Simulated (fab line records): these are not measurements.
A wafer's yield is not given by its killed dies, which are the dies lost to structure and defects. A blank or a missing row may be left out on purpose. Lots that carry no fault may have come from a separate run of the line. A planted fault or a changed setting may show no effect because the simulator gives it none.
fab line records | flow n5_finfet
record: lots: 4 | wafers: 12 | last_day: 16
route steps=1938 shown MOL_CONTACT_COAG@606 BEOL_M0_SAQP@632 PASSIVATION@1936
lots that met no fault: from a run of the same line without faults
start_h: hours from the record's first day to the start of the lot's first wafer shown | wait_h: hours elapsed since this lot's preceding step | " as in the row above | L1.1+2: one row covering several wafers at once | - no value present, or no start provided | * or withheld: withheld | < > ~ a bound
route shown NAME@n: names a module that has steps shown in the file, with the first one's number in the route | usual: the fault-free wafers' mean and standard deviation | same: alike in all rows | chamber/n: place in a boat | sites: each site's reading | _std_site: standard deviation of those values | _edge_site: the outer-site mean with the inner-site mean subtracted | radius_mm: how far each site lies from the wafer's centre | mask NAME#n: copy n | behind: tool/chamber where the wafer was last shaped | hold: why the lot went on hold/how many hours it stayed there/how the hold came to an end | device: transistor that didn't switch, given as n, p or np | end of line: at the end of the route, the tests of the same wafers | a step without rows: its recipe alone | killed: count of dies lost to structure and defects at first sort (not the wafer's yield) | map: per-die view of a wafer (x killed, . not killed, _ where there is no die)
set.NAME: setting as actually run; set.NAME@STEP: the setting as run at that earlier step | model.NAME: the simulator's own value behind a step, which no gauge read
lots seen at some steps along the route; tables by step, rows by wafer
services: the hour from which a tool's chamber was out of use, counted from the record's first day as start_h (under 0 if before that day), plus the number of hours and why
== steps ==
step: N5_MOL_CONTACT_COAG_ETCH_65
recipe: chemistry: N2/H2 | target: underlayer | target_depth_a: 130 | mask_material: CAR-EUV | time_s: 10.4 | ion_energy_ev: 200 | pressure_mtorr: 30 | source_w: 840 | bias_w: 150 | n2_flow_sccm: 200 | h2_flow_sccm: 200 | ends: cleared
step: N5_MOL_CONTACT_COAG_ETCH_66
recipe: chemistry: CF4 | target: SiARC | target_depth_a: 130 | mask_material: CAR-EUV | time_s: 21.7 | ion_energy_ev: 80 | pressure_mtorr: 40 | source_w: 545 | bias_w: 36 | Ar_flow_sccm: 100 | cf4_flow_sccm: 100 | ends: cleared
step: N5_MOL_CONTACT_COAG_ALD_133
recipe: material: SiO2 | target_thk_a: 50 | temp_c: 100 | ald_precursor_family: BDEAS | ald_co_reactant: O2-plasma | pulse_time_s: 1 | co_reactant_pulse_time_s: 1 | purge_time_s: 2 | co_reactant_purge_time_s: 2 | ald_cycles: 35 | pressure_torr: 2
step: N5_MOL_CONTACT_COAG_ETCHBACK_134
recipe: chemistry: CHF3 | target: SiO2 | target_depth_a: 100 | time_s: 6.7 | ion_energy_ev: 200 | pressure_mtorr: 30 | source_w: 610 | bias_w: 170 | Ar_flow_sccm: 200 | CHF3_flow_sccm: 50
step: N5_MOL_CONTACT_COAG_ETCH_67
recipe: chemistry: N2/H2 | target: SOC | target_depth_a: 600 | overetch_a: 210 | mask_material: SiARC | temp_c: 40 | time_s: 101.2 | ion_energy_ev: 200 | pressure_mtorr: 30 | source_w: 840 | bias_w: 150 | n2_flow_sccm: 200 | h2_flow_sccm: 200
step: N5_MOL_CONTACT_COAG_STRIP_68
recipe: chemistry: N2/H2 | temp_c: 40 | n2_flow_sccm: 200 | h2_flow_sccm: 200 | rf_frequency_hz: 6e+07
step: N5_MOL_CONTACT_COAG_STRIP_69
recipe: chemistry: N2/H2 | temp_c: 40 | n2_flow_sccm: 200 | h2_flow_sccm: 200 | rf_frequency_hz: 6e+07
step: N5_MOL_CONTACT_COAG_ETCHBACK_136
recipe: chemistry: CHF3 | target: SiO2 | target_depth_a: 250 | time_s: 16.7 | ion_energy_ev: 200 | pressure_mtorr: 30 | source_w: 610 | bias_w: 170 | Ar_flow_sccm: 200 | CHF3_flow_sccm: 50
step: N5_MOL_CONTACT_COAG_STRIP_120
recipe: chemistry: CHF3 | resist: SiARC | rf_frequency_hz: 6e+07
step: N5_MOL_CONTACT_COAG_VIA_ETCH_117
recipe: chemistry: C4F6/O2 | target_depth_a: 400 | overetch_a: 80 | mask_material: SOC | target: SiO2 | bias_w: 455 | pressure_mtorr: 10 | time_s: 26 | source_w: 325 | Ar_flow_sccm: 300 | C4F6_flow_sccm: 10 | O2_flow_sccm: 10 | ion_energy_ev: 575.3 | ends: end_point
step: N5_MOL_CONTACT_COAG_ETCH_124
recipe: chemistry: CH3F/O2 | target: SiNx | target_depth_a: 65 | mask_material: SOC | stop_on: SiOC | over_etch_frac: 0.3 | ion_energy_ev: 120 | pressure_mtorr: 30 | source_w: 395 | bias_w: 73 | Ar_flow_sccm: 150 | CH3F_flow_sccm: 30 | O2_flow_sccm: 20 | ends: end_point
step: N5_MOL_CONTACT_COAG_ETCH_48
recipe: chemistry: C4F6/O2 | target_depth_a: 150 | overetch_a: 45 | mask_material: SOC | target: SiOC | bias_w: 465 | pressure_mtorr: 10 | time_s: 17 | source_w: 335 | Ar_flow_sccm: 300 | C4F6_flow_sccm: 10 | O2_flow_sccm: 10 | ion_energy_ev: 576
step: N5_MOL_CONTACT_COAG_STRIP_72
recipe: chemistry: N2/H2 | power_w: 450 | temp_c: 40 | pressure_mtorr: 20 | rf_frequency_hz: 6e+07 | overash_fraction: 3 | bias_power_w: 7 | h2_frac: 0.5 | n2_flow_sccm: 200 | h2_flow_sccm: 200
usual: drypump_motor_current_A: 5.7/0.51 | oes_product_au: 0.77/0.086 | rf_vpp_V: 59.4/1.9 | showerhead_plenum_p_Torr: 2.50/0.035 | throttle_valve_pct: 23.62/0.3
lot.wafer | tool        | chamber | start_h | wait_h | drypump_motor_current_A | oes_product_au | rf_hours_counter_h | rf_vpp_V | showerhead_plenum_p_Torr | throttle_valve_pct
L487.1    | rie_diel-05 | 0       | 122.72  | 0.0    | 5.1                     | 0.70           | 216                | 61.3     | 2.52                     | 23.53
L487.2    | "           | 1       | "       | "      | 6.0                     | 0.71           | 234                | 60.0     | 2.49                     | 23.47
L487.3    | "           | 3       | "       | "      | 5.8                     | 0.72           | 193                | 56.3     | 2.51                     | 23.93
L490.2    | rie_diel-02 | 3       | 137.55  | 0.0    | 6.1                     | 0.78           | 103                | 62.0     | 2.56                     | 23.44
L490.3    | "           | 0       | "       | "      | 5.7                     | 0.80           | 98                 | 61.2     | 2.45                     | 23.52
L490.6    | "           | 2       | "       | "      | 5.9                     | 0.75           | -                  | 57.6     | 2.54                     | 24.08
L497.1    | rie_diel-02 | 3       | 183.69  | 0.0    | 6.1                     | 0.76           | 119                | 59.1     | 2.55                     | 23.43
L497.4    | "           | 1       | "       | "      | 6.1                     | 0.72           | 165                | 60.6     | 2.55                     | 23.49
L497.5    | "           | 0       | "       | "      | 5.6                     | 0.79           | -                  | 57.0     | 2.45                     | 23.53
L498.1    | rie_diel-02 | 3       | 186.04  | 0.0    | 6.0                     | 0.77           | 120                | 58.0     | 2.55                     | 23.44
L498.3    | "           | 2       | "       | "      | 6.0                     | 0.72           | 175                | 59.2     | 2.53                     | 24.06
L498.5    | "           | 3       | "       | "      | 6.0                     | 0.77           | -                  | 59.4     | 2.55                     | 23.49
step: N5_MOL_CONTACT_COAG_STRIP_49
recipe: chemistry: N2/H2 | time_s: 30 | power_w: 1000 | temp_c: 250 | pressure_mtorr: withheld | n2_flow_sccm: 1750 | h2_flow_sccm: 3250
step: N5_MOL_CONTACT_COAG_PRECLEAN_138
recipe: chemistry: alkaline_clean | temp_c: 60 | time_s: 60 | do_ppb: 50
step: N5_MOL_CONTACT_COAG_SRD_139
recipe: dry: ipa_marangoni | time_s: 30 | temp_c: 23 | rinse_liquid: diw
step: N5_MOL_CONTACT_COAG_PRE_CLEAN_121
recipe: gas: H2/He | time_s: * | temp_c: withheld
step: N5_MOL_CONTACT_COAG_CVD_140
recipe: material: W | target_thk_a: 665 | mode: selective_fill | temp_c: 300 | time_s: 215
step: N5_MOL_CONTACT_COAG_PRECLEAN_127
recipe: chemistry: DIW | time_s: 57.5 | temp_c: 23
step: N5_MOL_CONTACT_COAG_SRD_128
recipe: dry_time_s: 32 | dry: n2_spin | spin_rpm: 1500
step: N5_MOL_CONTACT_COAG_CMP_52
recipe: stop_on: SiO2 | t_overpolish_s: 1.5 | post_cmp_clean: w_dilute_nh4oh | down_force_psi: 4 | platen_rpm: 50.289 | pad_velocity_m_s: 1.0006 | target_thk_nm: 66.5
step: N5_MOL_CONTACT_COAG_ANNEAL_112
recipe: temp_c: 400 | time_s: 1800 | ambient: HPD2 | pressure_atm: 10
step: N5_BEOL_M0_SAQP_PECVD_00
recipe: material: SiCN | target_thk_a: 80 | temp_c: withheld | precursor: 3MS/NH3 | pressure_torr: 3 | rf_w: 202 | time_s: 14
step: N5_BEOL_M0_SAQP_ILD_DEP_01
recipe: material: SiOC | target_thk_a: 454.19 | temp_c: 350 | precursor: DEMS/O2 | pressure_torr: 5 | rf_w: 500 | time_s: 8.7
step: N5_BEOL_M0_SAQP_HM_DEP_02
recipe: material: TiN | target_thk_a: 120 | temp_c: 25 | chamber_pressure_pa: 0.49996
step: N5_BEOL_M0_SAQP_PECVD_03
recipe: material: SiCN | target_thk_a: 120 | temp_c: withheld | precursor: 3MS/NH3 | pressure_torr: 3 | rf_w: 202 | time_s: 21.1
step: N5_BEOL_M0_SAQP_PECVD_96
recipe: material: a-Si | target_thk_a: 450 | temp_c: 350 | precursor: SiH4/He | pressure_torr: 3 | rf_w: 100 | time_s: 45.2
step: N5_BEOL_M0_SAQP_PECVD_97
recipe: material: SiNx | target_thk_a: 230 | temp_c: 350 | precursor: SiH4/NH3/N2 | pressure_torr: 1.5 | rf_w: 300 | time_s: 19.9
step: N5_BEOL_M0_SAQP_PECVD_04
recipe: material: a-Si | target_thk_a: 600 | temp_c: 350 | precursor: SiH4/He | pressure_torr: 3 | rf_w: 100 | time_s: 60.2
step: N5_BEOL_M0_SAQP_HM_DEP_111
recipe: material: SiO2 | target_thk_a: 120 | temp_c: 400 | precursor: SiH4/N2O | pressure_torr: 0.75 | rf_w: 275 | time_s: 7.2
step: N5_BEOL_M0_SAQP_COAT_81
recipe: resist: SOC | temp_c: 250 | time_s: 60 | spin_rpm: 1500 | resist_thk_nm: 100
step: N5_BEOL_M0_SAQP_COAT_82
recipe: resist: SiARC | temp_c: 220 | time_s: 60 | spin_rpm: 1500 | resist_thk_nm: 30
step: N5_BEOL_M0_SAQP_COAT_08
recipe: resist: CAR-ArF | spin_rpm: 1500 | resist_thk_nm: 90
step: N5_BEOL_M0_SAQP_EBR_10
recipe: solvent: PGMEA | ebr_width_mm: 1.5
step: N5_BEOL_M0_SAQP_SOFTBAKE_09
recipe: temp_c: 110 | time_s: 60 | resist: CAR-ArF
step: N5_BEOL_M0_SAQP_EXPOSE_11
recipe: mask_id: M0_CORE | na: 1.35 | source_shape: dipole | sigma_inner: 0.538 | sigma_outer: 0.738 | polarization: te | target_cd_nm: 42 | dose_mj: 55
step: N5_BEOL_M0_SAQP_PEB_12
recipe: peb_temp_c: withheld | peb_time_s: 60 | resist: CAR-ArF
step: N5_PASSIVATION_PROBE_49
usual: defect_limited_yield: 91.2/1.6 | killed_at_M0_to_M3: 33/11 | killed_at_M4_up: 15/6.2 | killed_at_contacts: 15/7.1 | killed_at_front_end: 38/12 | killed_at_other: 4/3.5 | killed_dies: 104/19 | killed_on_rim: 14/4 | killed_open: 69/14 | killed_short: 34/8.5 | sort_bin_5_function: 5.2/0.99 | sort_bin_6_memory: 3.3/0.77 | sort_n_pass: 1076/19 | sort_yield_pct: 91.2/1.6
same: gross_dies: 1180 | killed_at_back_side: 0 | sort_bin_4_leakage[%]: 0 | sort_bin_8_speed[%]: 0
lot.wafer | tool      | chamber | start_h | wait_h | defect_limited_yield[%] | killed_at_M0_to_M3 | killed_at_M4_up | killed_at_contacts | killed_at_front_end | killed_at_other | killed_dies | killed_on_rim | killed_open | killed_short | sort_bin_5_function[%] | sort_bin_6_memory[%] | sort_n_pass | sort_yield_pct[%]
L490.2    | prober-02 | -       | 309.16  | 0.1    | 93.1                    | 27                 | 15              | 3                  | 36                  | 1               | 82          | 15            | 53          | 29           | 3.6                    | 3.1                  | 1098        | 93.1
L490.3    | prober-02 | -       | 309.21  | 0.1    | 93.0                    | 27                 | 9               | 8                  | 34                  | 5               | 83          | 8             | 61          | 22           | 4.3                    | 2.5                  | 1097        | 93.0
L490.6    | prober-02 | -       | 309.36  | 0.3    | 91.5                    | 39                 | 12              | 7                  | 40                  | 2               | 100         | 10            | 68          | 32           | 4.9                    | 3.2                  | 1080        | 91.5
L497.1    | prober-01 | -       | 347.68  | 0.0    | 84.2                    | 24                 | 12              | 109                | 40                  | 2               | 187         | 25            | 54          | 30           | 9.5                    | 4.0                  | 993         | 84.2
L497.4    | prober-01 | -       | 347.83  | 0.2    | 87.4                    | 22                 | 12              | 90                 | 24                  | 1               | 149         | 24            | 56          | 17           | 8.5                    | 2.6                  | 1031        | 87.4
L497.5    | prober-01 | -       | 347.88  | 0.2    | 82.4                    | 24                 | 15              | 108                | 59                  | 2               | 208         | 33            | 69          | 40           | 10.8                   | 3.9                  | 972         | 82.4
L498.1    | prober-02 | -       | 375.12  | 0.0    | 81.7                    | 43                 | 19              | 99                 | 49                  | 6               | 216         | 32            | 85          | 42           | 13.0                   | 3.8                  | 964         | 81.7
L498.3    | prober-02 | -       | 375.22  | 0.1    | 81.4                    | 21                 | 13              | 102                | 80                  | 3               | 219         | 27            | 82          | 43           | 11.1                   | 4.8                  | 961         | 81.4
L498.5    | prober-02 | -       | 375.32  | 0.2    | 82.2                    | 29                 | 10              | 109                | 56                  | 6               | 210         | 32            | 61          | 47           | 10.5                   | 4.5                  | 970         | 82.2
killed by level:class
L490.2 BEOL_M1:geometric_particle:open=10 STI_FIN_REVEAL:geometric_particle:open=8 GATE_CUT:geometric_particle:open=7 FIN_SAQP:geometric_particle:short=6 GATE_CUT:geometric_particle:short=6 BEOL_M4:geometric_particle:open=6 BEOL_M0_SAQP:geometric_particle:short=4 BEOL_M0:geometric_particle:open=4
L490.3 FIN_SAQP:geometric_particle:open=9 BEOL_M3:geometric_particle:open=9 BEOL_M2:geometric_particle:open=8 GATE_CUT:geometric_particle:open=7 MOL_CONTACT_COAG:geometric_particle:open=6 BEOL_M4:geometric_particle:open=6 GATE_CUT:geometric_particle:short=3 PAD_METAL:geometric_particle:short=3
L490.6 BEOL_M0_SAQP:geometric_particle:open=14 FIN_SAQP:geometric_particle:open=10 BEOL_M3:geometric_particle:open=9 BEOL_M0_SAQP:geometric_particle:short=8 GATE_CUT:geometric_particle:short=5 MOL_CONTACT_COAG:geometric_particle:open=5 STI_FIN_REVEAL:geometric_particle:open=4 BEOL_M4:geometric_particle:open=4
L497.1 MOL_CONTACT_COAG:unspecified=99 STI_FIN_REVEAL:geometric_particle:open=8 MOL_CONTACT_COAG:geometric_particle:open=8 GATE_CUT:geometric_particle:short=6 BEOL_M4:geometric_particle:open=6 FIN_SAQP:geometric_particle:open=5 ILD0:geometric_particle:short=5 BEOL_M0:geometric_particle:short=5
L497.4 MOL_CONTACT_COAG:unspecified=75 MOL_CONTACT_COAG:geometric_particle:open=13 STI_FIN_REVEAL:geometric_particle:open=11 BEOL_M4:geometric_particle:open=6 BEOL_M1:geometric_particle:open=5 BEOL_M0_SAQP:geometric_particle:open=4 BEOL_M0_SAQP:geometric_particle:short=4 BEOL_M2:geometric_particle:open=4
L497.5 MOL_CONTACT_COAG:unspecified=98 FIN_SAQP:geometric_particle:short=15 STI_FIN_REVEAL:geometric_particle:open=13 MOL_CONTACT_COAG:geometric_particle:open=9 BEOL_M4:geometric_particle:open=8 BEOL_M2:geometric_particle:open=7 FIN_SAQP:geometric_particle:open=6 BEOL_M1:geometric_particle:open=6
L498.1 MOL_CONTACT_COAG:unspecified=87 STI_FIN_REVEAL:geometric_particle:open=16 FIN_SAQP:geometric_particle:open=11 MOL_CONTACT_COAG:geometric_particle:open=9 BEOL_M0_SAQP:geometric_particle:short=8 BEOL_M3:geometric_particle:open=7 BEOL_M0_SAQP:geometric_particle:open=6 BEOL_M2:geometric_particle:open=6
L498.3 MOL_CONTACT_COAG:unspecified=93 FIN_SAQP:geometric_particle:open=23 STI_FIN_REVEAL:geometric_particle:open=20 FIN_SAQP:geometric_particle:short=15 STI_FIN_REVEAL:geometric_particle:short=9 MOL_CONTACT_COAG:geometric_particle:open=7 BEOL_M0_SAQP:geometric_particle:open=6 BEOL_M4:geometric_particle:open=5
L498.5 MOL_CONTACT_COAG:unspecified=102 FIN_SAQP:geometric_particle:short=13 STI_FIN_REVEAL:geometric_particle:open=12 FIN_SAQP:geometric_particle:open=10 BEOL_M0_SAQP:geometric_particle:short=8 BEOL_M1:geometric_particle:open=7 MOL_CONTACT_COAG:geometric_particle:open=6 STARTING-WAFER:geometric_particle:open=4
map L497.5 (x killed, . not)
_________________........xx.x________________
______________.x...........xxxxx_____________
___________.............xxxxxxxxxxx__________
__________.....x.x.......xxxxxxxxxxx_________
________...x.......x.x.....xxxxxxxxxxx_______
_______............xx...xxxxxxxxxxxxxxx______
______........xx..x....x.xxxxxxxxxxxxx.x_____
_____........x.....x......xx.xxxxxxxxxxx.____
____.......................xxxxxxxxx..x.x.___
___...x........x.........xx.xx.xx..x.x.....__
___.x.x..........x............x..x.........__
__.xx..x........x...xx.xx.x...x..........x.._
__..x.........x......x..xx.......x.........._
_............................................
_.....................x.....................x
_...............................x.x.x........
_....x.....x.........x............x..........
_.x....x........x............................
_.x.......................x....xx............
_........x...........................x....x..
_................................x...........
__..............x.........x..x...........xxx_
__..x........x.....xx......................._
___..........x....x.......................x__
___....x...x...........x...x....x...x.....x__
____...x..x.......x............xx.........___
_____...................x..x...x.x......x____
______.............x.......x.....x......_____
_______......................x.........______
________.............xx.............x._______
__________.x..........x...x....x...x_________
___________...x..x.......xx........__________
______________.............x...._____________
_________________......x.....________________
map L498.3 (x killed, . not)
_________________.........x..________________
______________.................._____________
___________.....x.....xx.......x...__________
__________.........x..x.....x.....x._________
________..x.........x....x.....x.x...x_______
_______.........................x..x...______
______x....................x.......x...._____
_____.......x..........x....x...x.....x..____
____x..x....x....x..x...x.............x...___
___.....xx.x.....x...xx....................__
___xxxxxx.x....xx.........x................__
__xxxxxxxx........x........................._
__xxx.xx.xxx....x....x......x.........xx...._
_xxxxxxxxxxx.....................x...x.....x.
_xxxxxxxxxx........x..................x.....x
_xxxxxxxxx.x.x.xx...x.......x...............x
_xxxxxxxxxxxx.................x.x....x.......
_xxxxxxxxxxx.x..x...x.....xx.................
_.xxxxxxxx.x....................x...x........
_.xx.xxxxxx..x..................x....x.......
_x..x.xx.x.x...x....................x......x.
__...........x.....x.x............x.x......._
__.....x...x.............x.................x_
___..................x.....................__
___....x........................x..xx..xx..__
____.....xx................x....x......x..___
_____............x....................x..____
______....x.x.........x....x............_____
_______...x..........x................x______
________.......x.xx...x..x.........x.._______
__________..x................x......_________
___________........................__________
______________....x..x.xx...x..._____________
_________________...........x________________
== services ==
tool        | chamber | start_h | hours | kind
rie_diel-05 | 0       | 141.50  | 9.7   | repair
rie_diel-05 | 1       | 163.92  | 15.8  | repair
rie_diel-05 | 1       | 184.07  | -     | clean
rie_diel-05 | 1       | 184.07  | -     | consumable_replace:focus_ring
rie_diel-05 | 1       | 184.07  | 21.9  | scheduled_down
rie_diel-05 | 1       | 184.07  | 21.9  | vent_cycle
== key ==
first_sign: step: N5_PASSIVATION_PROBE_49 | reading: killed_at_contacts | direction: up | sigmas: 12 | usual: 15 | struck: 103
effect: step: N5_PASSIVATION_PROBE_49 | reading: defect_limited_yield | direction: down | sigmas: 4.9 | usual: 91.2 | struck: 83.2
more_kills_born_at: N5_MOL_CONTACT_COAG_STRIP_72@rie_diel-02: 554
met_at N5_MOL_CONTACT_COAG_STRIP_72
struck_wafers L497.1,L497.4,L497.5,L498.1,L498.3,L498.5
onset_between 137.55 183.69
also_fits time
fault: kind: chamber_particle_source | tool: rie_diel-02 | chamber: - | onset_h: 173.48 | steps: N5_MOL_CONTACT_COAG_STRIP_72 | rate_per_visit_cm2: 0.81222 | end_h: 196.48
